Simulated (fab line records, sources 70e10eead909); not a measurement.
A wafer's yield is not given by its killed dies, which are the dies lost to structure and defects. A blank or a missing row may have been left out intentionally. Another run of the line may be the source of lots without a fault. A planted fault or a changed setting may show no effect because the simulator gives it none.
fab line records | flow nand-harc
record lots=15 | wafers=45 | last-day=24
route steps=1159 shown P_GATE@189 P_CONTACT@246
lots that met no fault: from a run of the same line without faults
start-h: start of the lot's first displayed wafer, in hours after the record's first day | wait-h: how many hours have passed since the lot's step before this one | " repeats the value in the row above | L1.1+2: a row that stands for several wafers | - no value, or no start was given | * or withheld: withheld | < > ~ a bound
route shown NAME@n: names a module that has steps shown in the file, with the first one's number in the route | usual: mean and standard deviation over wafers with no fault | same: alike in all rows | chamber/n: place in a boat | sites: the reading at each site | _std_site: standard deviation across them | _edge_site: outer sites' mean less inner sites' | radius-mm: how far each site lies from the wafer's centre | mask NAME#n: copy n | behind: the most recent tool/chamber to have shaped the wafer | hold: cause of the lot's hold/its duration in hours/its outcome | device: the transistor (n, p or np) that didn't switch | end of line: the same wafers' tests at the end of the route | a step given without rows: its recipe and nothing more | killed: count of dies lost to structure and defects at first sort (not the wafer's yield) | map: shows each die of a wafer: x if killed, . if not, _ if none is there
set.NAME: the run value of the setting; set.NAME@STEP: its run value at that earlier step | model.NAME: the simulator's own value behind a step, which no gauge read
one table for each step of the route and one row for each wafer, over a sample of lots
services: when a tool's chamber went out of use (start-h, in hours from the record's first day, below 0 if earlier), for how many hours, and the reason
## steps
# step NHARC_P_GATE_STRIP_112
# recipe power-w=1500 | temp-c=110 | time-s=200 | chemistry=N2/H2
# usual drypump-motor-current-A=5.8/0.67 | heater-power-w=88/8.6
lot.wafer | tool            | chamber | start-h | wait-h | drypump-motor-current-A | heater-power-w | rf-hours-counter-h
L734.1    | plasma-asher-02 | 1       | 114.10  | 0.2    | 5.0                     | 80             | 35
L734.4    | "               | 0       | "       | "      | 6.6                     | 91             | -
L734.6    | "               | 0       | "       | "      | 6.6                     | 91             | -
L735.2    | plasma-asher-01 | 1       | 114.32  | 0.2    | 6.1                     | 87             | 1
L735.3    | "               | 0       | "       | "      | 5.5                     | 106            | -
L735.6    | "               | 1       | "       | "      | 6.1                     | 86             | -
L740.2    | plasma-asher-01 | 1       | 142.20  | 0.2    | 6.0                     | 90             | 8
L740.1    | "               | 0       | "       | "      | 5.6                     | 104            | 8
L740.5    | "               | 0       | "       | "      | 5.5                     | 100            | -
L738.3    | plasma-asher-01 | 1       | 144.95  | 0.3    | 6.1                     | 87             | -
L738.4    | "               | 0       | "       | "      | 5.6                     | 103            | -
L738.6    | "               | 0       | "       | "      | 5.5                     | 106            | -
L742.1    | plasma-asher-02 | 1       | 156.25  | 0.2    | 5.0                     | 82             | 49
L742.4    | "               | 0       | "       | "      | 6.6                     | 90             | -
L742.5    | "               | 1       | "       | "      | 5.0                     | 80             | -
L743.4    | plasma-asher-01 | 0       | 156.76  | 0.2    | 5.5                     | 103            | -
L743.3    | "               | 1       | "       | "      | 6.1                     | 86             | -
L743.6    | "               | 0       | "       | "      | 5.6                     | 103            | -
L746.1    | plasma-asher-02 | 1       | 181.49  | 0.2    | 4.9                     | 81             | 56
L746.3    | "               | 0       | "       | "      | 6.6                     | 89             | -
L746.5    | "               | 0       | "       | "      | 6.6                     | 92             | -
L745.2    | plasma-asher-02 | 1       | 182.02  | 0.2    | 5.0                     | 82             | 57
L745.1    | "               | 0       | "       | "      | 6.6                     | 89             | 57
L745.4    | "               | 0       | "       | "      | 6.7                     | 88             | -
L744.2    | plasma-asher-01 | 1       | 187.88  | 0.2    | 6.1                     | 86             | 26
L744.1    | "               | 0       | "       | "      | 5.5                     | 105            | 26
L744.5    | "               | 0       | "       | "      | 5.6                     | 103            | -
L747.4    | plasma-asher-02 | 0       | 192.22  | 0.2    | 6.6                     | 87             | -
L747.3    | "               | 1       | "       | "      | 5.0                     | 79             | -
L747.6    | "               | 1       | "       | "      | 4.9                     | 79             | -
L748.4    | plasma-asher-02 | 1       | 198.46  | 0.2    | 5.0                     | 79             | -
L748.5    | "               | 0       | "       | "      | 6.5                     | 85             | -
L748.6    | "               | 1       | "       | "      | 5.0                     | 80             | -
L750.2    | plasma-asher-02 | 0       | 207.43  | 0.2    | 6.6                     | 86             | 4
L750.3    | "               | 0       | "       | "      | 6.6                     | 87             | -
L750.6    | "               | 1       | "       | "      | 5.0                     | 78             | -
L752.2    | plasma-asher-01 | 1       | 214.82  | 0.2    | 6.0                     | 86             | 37
L752.6    | "               | 0       | "       | "      | 5.6                     | 104            | -
L752.5    | "               | 1       | "       | "      | 6.1                     | 86             | -
L751.2    | plasma-asher-02 | 0       | 220.10  | 0.2    | 6.6                     | 87             | 11
L751.3    | "               | 1       | "       | "      | 5.0                     | 78             | -
L751.6    | "               | 0       | "       | "      | 6.7                     | 85             | -
L754.2    | plasma-asher-02 | 0       | 231.47  | 0.2    | 6.6                     | 85             | 13
L754.4    | "               | 1       | "       | "      | 5.0                     | 78             | -
L754.3    | "               | 0       | "       | "      | 6.6                     | 85             | -
# step NHARC_P_GATE_CD_MEAS_91
# recipe target-cd-nm=2000 | landing-energy-ev=500
# usual cd-nm=2000.5/2.2
lot.wafer | tool      | chamber | start-h | wait-h | cd-nm
L734.1    | cd-sem-03 | 0       | 115.29  | -      | 1998.1
L734.4    | "         | 0       | "       | "      | 1998.4
L734.6    | "         | 0       | "       | "      | 1999.9
L735.2    | cd-sem-02 | 0       | 115.45  | -      | 2001.5
L735.3    | "         | 0       | "       | "      | 2001.3
L735.6    | "         | 0       | "       | "      | 2000.5
L740.1    | cd-sem-02 | 0       | 143.25  | -      | 2004.5
L740.2    | "         | 0       | "       | "      | 2001.9
L740.5    | "         | 0       | "       | "      | 2003.4
L738.3    | cd-sem-01 | 0       | 146.08  | -      | 2004.3
L738.4    | "         | 0       | "       | "      | 2002.0
L738.6    | "         | 0       | "       | "      | 2000.8
L742.1    | cd-sem-03 | 0       | 157.44  | -      | 1997.9
L742.4    | "         | 0       | "       | "      | 1997.4
L742.5    | "         | 0       | "       | "      | 1999.5
L743.3    | cd-sem-01 | 0       | 157.87  | -      | 1998.2
L743.4    | "         | 0       | "       | "      | 2001.1
L743.6    | "         | 0       | "       | "      | 1999.6
L746.1    | cd-sem-02 | 0       | 182.57  | -      | 2001.6
L746.3    | "         | 0       | "       | "      | 2001.6
L746.5    | "         | 0       | "       | "      | 2002.3
L745.1    | cd-sem-01 | 0       | 183.20  | -      | 2003.8
L745.2    | "         | 0       | "       | "      | 2002.2
L745.4    | "         | 0       | "       | "      | 2002.8
L744.1    | cd-sem-01 | 0       | 189.07  | -      | 1998.1
L744.2    | "         | 0       | "       | "      | 1998.9
L744.5    | "         | 0       | "       | "      | 1995.7
L747.3    | cd-sem-02 | 0       | 193.19  | -      | 1996.9
L747.4    | "         | 0       | "       | "      | 1997.6
L747.6    | "         | 0       | "       | "      | 1996.5
L748.4    | cd-sem-03 | 0       | 199.52  | -      | 2000.9
L748.5    | "         | 0       | "       | "      | 2001.6
L748.6    | "         | 0       | "       | "      | 2001.8
L750.2    | cd-sem-02 | 0       | 208.57  | -      | 2001.4
L750.3    | "         | 0       | "       | "      | 2004.2
L750.6    | "         | 0       | "       | "      | 2001.6
L752.2    | cd-sem-03 | 0       | 215.97  | -      | 2001.8
L752.5    | "         | 0       | "       | "      | 2000.9
L752.6    | "         | 0       | "       | "      | 2003.1
L751.2    | cd-sem-01 | 0       | 221.24  | -      | 2002.5
L751.3    | "         | 0       | "       | "      | 1999.1
L751.6    | "         | 0       | "       | "      | 2000.6
L754.2    | cd-sem-01 | 0       | 232.67  | -      | 2000.7
L754.3    | "         | 0       | "       | "      | 1999.2
L754.4    | "         | 0       | "       | "      | 2000.7
# step NHARC_P_GATE_DEGAS_109
# recipe temp-c=300 | time-s=60
# usual heater-power-w=485/54
lot.wafer | tool           | chamber | start-h | wait-h | heater-power-w
L734.1    | pvd-sputter-01 | -       | 117.48  | 0.1    | 519
L734.4    | "              | -       | "       | "      | 469
L734.6    | "              | -       | "       | "      | 508
L735.3    | pvd-sputter-02 | -       | 117.64  | 0.1    | 495
L735.2    | "              | -       | "       | "      | 386
L735.6    | "              | -       | "       | "      | 502
L740.2    | pvd-sputter-03 | -       | 145.39  | 0.1    | 507
L740.1    | "              | -       | "       | "      | 428
L740.5    | "              | -       | "       | "      | 486
L738.4    | pvd-sputter-01 | -       | 148.19  | 0.1    | 504
L738.3    | "              | -       | "       | "      | 445
L738.6    | "              | -       | "       | "      | 451
L742.4    | pvd-sputter-03 | -       | 159.54  | 0.1    | 499
L742.1    | "              | -       | "       | "      | 610
L742.5    | "              | -       | "       | "      | 492
L743.3    | pvd-sputter-03 | -       | 160.18  | 0.1    | 497
L743.4    | "              | -       | "       | "      | 428
L743.6    | "              | -       | "       | "      | 602
L746.3    | pvd-sputter-02 | -       | 184.77  | 0.1    | 380
L746.1    | "              | -       | "       | "      | 546
L746.5    | "              | -       | "       | "      | 388
L745.2    | pvd-sputter-02 | -       | 186.08  | 0.1    | 380
L745.4    | "              | -       | "       | "      | 536
L745.1    | "              | -       | "       | "      | 522
L744.1    | pvd-sputter-03 | -       | 191.35  | 0.1    | 436
L744.2    | "              | -       | "       | "      | 494
L744.5    | "              | -       | "       | "      | 436
L747.3    | pvd-sputter-01 | -       | 195.87  | 0.1    | 483
L747.4    | "              | -       | "       | "      | 441
L747.6    | "              | -       | "       | "      | 493
L748.4    | pvd-sputter-02 | -       | 201.68  | 0.1    | 509
L748.6    | "              | -       | "       | "      | 505
L748.5    | "              | -       | "       | "      | 507
L750.3    | pvd-sputter-01 | -       | 210.87  | 0.1    | 493
L750.2    | "              | -       | "       | "      | 480
L750.6    | "              | -       | "       | "      | 504
L752.2    | pvd-sputter-01 | -       | 218.40  | 0.1    | 464
L752.6    | "              | -       | "       | "      | 458
L752.5    | "              | -       | "       | "      | 508
L751.2    | pvd-sputter-03 | -       | 223.67  | 0.1    | 434
L751.3    | "              | -       | "       | "      | 500
L751.6    | "              | -       | "       | "      | 616
L754.4    | pvd-sputter-01 | -       | 234.80  | 0.1    | 432
L754.3    | "              | -       | "       | "      | 494
L754.2    | "              | -       | "       | "      | 475
# step NHARC_P_CONTACT_PVD_32
# recipe target-thk-a=50 | chamber-pressure-pa=5 | power-w=5000 | substrate-temp-c=200 | time-s=17.7 | material=Ti
# usual cathode-dc-power-W=5000.0/0.94 | chamber-pressure-pa=5.000/0.0091 | throttle-valve-pct=29.9/1.1
lot.wafer | tool           | chamber | start-h | wait-h | cathode-dc-power-W | chamber-pressure-pa | throttle-valve-pct
L734.1    | pvd-sputter-03 | -       | 121.85  | -      | 5000.0             | 5.008               | 29.2
L734.4    | "              | -       | "       | "      | 5000.9             | 5.004               | 31.9
L734.6    | "              | -       | "       | "      | 4999.1             | 5.014               | 29.3
L735.2    | pvd-sputter-02 | -       | 122.38  | -      | 5000.4             | 4.999               | 31.1
L735.3    | "              | -       | "       | "      | 5000.1             | 5.015               | 28.4
L735.6    | "              | -       | "       | "      | 5002.0             | 5.013               | 29.5
L740.1    | pvd-sputter-02 | -       | 149.79  | -      | 5002.3             | 5.006               | 30.9
L740.2    | "              | -       | "       | "      | 5000.3             | 5.006               | 29.0
L740.5    | "              | -       | "       | "      | 5000.1             | 5.006               | 28.2
L738.4    | pvd-sputter-01 | -       | 152.95  | -      | 4998.8             | 4.993               | 30.9
L738.3    | "              | -       | "       | "      | 5001.1             | 4.996               | 30.4
L738.6    | "              | -       | "       | "      | 5000.8             | 4.982               | 30.5
L742.4    | pvd-sputter-03 | -       | 164.16  | -      | 5001.2             | 5.001               | 30.3
L742.1    | "              | -       | "       | "      | 4998.6             | 4.999               | 30.1
L742.5    | "              | -       | "       | "      | 5000.5             | 5.007               | 30.2
L743.3    | pvd-sputter-02 | -       | 164.82  | -      | 4999.9             | 5.004               | 28.3
L743.4    | "              | -       | "       | "      | 4999.4             | 4.996               | 30.7
L743.6    | "              | -       | "       | "      | 5000.5             | 4.998               | 29.0
L746.1    | pvd-sputter-03 | -       | 189.78  | -      | 5000.0             | 4.999               | 29.9
L746.3    | "              | -       | "       | "      | 4999.7             | 4.992               | 29.3
L746.5    | "              | -       | "       | "      | 4999.5             | 4.997               | 29.9
L745.2    | pvd-sputter-02 | -       | 190.97  | -      | 4999.1             | 5.009               | 28.3
L745.4    | "              | -       | "       | "      | 4999.3             | 5.001               | 30.9
L745.1    | "              | -       | "       | "      | 4999.0             | 5.010               | 29.1
L744.1    | pvd-sputter-02 | -       | 195.99  | -      | 4999.8             | 4.974               | 31.1
L744.2    | "              | -       | "       | "      | 5001.7             | 4.987               | 29.3
L744.5    | "              | -       | "       | "      | 5000.9             | 4.989               | 30.9
L747.4    | pvd-sputter-02 | -       | 200.58  | -      | 4999.0             | 4.996               | 29.4
L747.3    | "              | -       | "       | "      | 5000.6             | 5.013               | 28.7
L747.6    | "              | -       | "       | "      | 4998.1             | 4.984               | 31.0
L748.4    | pvd-sputter-02 | -       | 206.58  | -      | 5000.1             | 5.001               | 28.5
L748.5    | "              | -       | "       | "      | 4999.8             | 5.011               | 28.7
L748.6    | "              | -       | "       | "      | 5000.1             | 5.005               | 28.7
L750.2    | pvd-sputter-03 | -       | 215.27  | -      | 4999.1             | 4.995               | 29.4
L750.3    | "              | -       | "       | "      | 4999.3             | 4.996               | 30.3
L750.6    | "              | -       | "       | "      | 4999.4             | 4.988               | 31.8
L752.2    | pvd-sputter-01 | -       | 223.13  | -      | -                  | -                   | -
L752.5    | "              | -       | "       | "      | -                  | -                   | -
L752.6    | "              | -       | "       | "      | -                  | -                   | -
L751.3    | pvd-sputter-01 | -       | 228.28  | -      | -                  | -                   | -
L751.2    | "              | -       | "       | "      | -                  | -                   | -
L751.6    | "              | -       | "       | "      | -                  | -                   | -
L754.2    | pvd-sputter-01 | -       | 239.44  | -      | -                  | -                   | -
L754.3    | "              | -       | "       | "      | -                  | -                   | -
L754.4    | "              | -       | "       | "      | -                  | -                   | -
## services
tool            | chamber | start-h | hours | kind
plasma-asher-01 | -       | 99.74   | 9.0   | pm
plasma-asher-01 | 0       | 99.74   | 9.0   | vent-cycle
plasma-asher-01 | 1       | 99.74   | 9.0   | vent-cycle
pvd-sputter-03  | -       | 102.00  | 10.0  | pm
plasma-asher-01 | 0       | 108.74  | -     | clean
plasma-asher-01 | 1       | 108.74  | -     | clean
pvd-sputter-01  | -       | 158.02  | 10.0  | pm
plasma-asher-02 | -       | 183.00  | 9.0   | pm
plasma-asher-02 | 0       | 183.00  | 9.0   | vent-cycle
plasma-asher-02 | 1       | 183.00  | 9.0   | vent-cycle
plasma-asher-02 | 0       | 192.00  | -     | clean
plasma-asher-02 | 1       | 192.00  | -     | clean
pvd-sputter-02  | -       | 210.87  | 8.0   | repair
pvd-sputter-02  | -       | 218.88  | 10.0  | pm
## key
first-sign step=NHARC_P_CONTACT_PVD_32 | reading=tool-record | direction=missing
effect none on later readings
met-at NHARC_P_CONTACT_PVD_32
struck-lots L751,L752,L754
sort-left-out L751.2,L751.3,L751.6,L752.2,L752.5,L752.6,L754.2,L754.3,L754.4
tester-left-out L751,L752,L754
not-acting-at NHARC_P_GATE_STRIP_112,NHARC_P_GATE_CD_MEAS_91,NHARC_P_GATE_DEGAS_109
onset-between 152.95 223.13
fault kind=skipped-step-whole | tool=pvd-sputter-01 | chamber=- | onset-h=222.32 | steps=NHARC_P_CONTACT_PVD_32 | scope=struck-lots-only
# tester-left-out: of these lots the tester's yield and bins aren't shown, on N5 and GAA mostly nor the transistor test; their killed dies are dies lost to structure and defects alone, not to doping, threshold or leakage, so they don't give the yield
# sort-left-out: the simulated sort isn't trusted on such a fault, so these wafers' sort isn't shown, and their yield isn't known
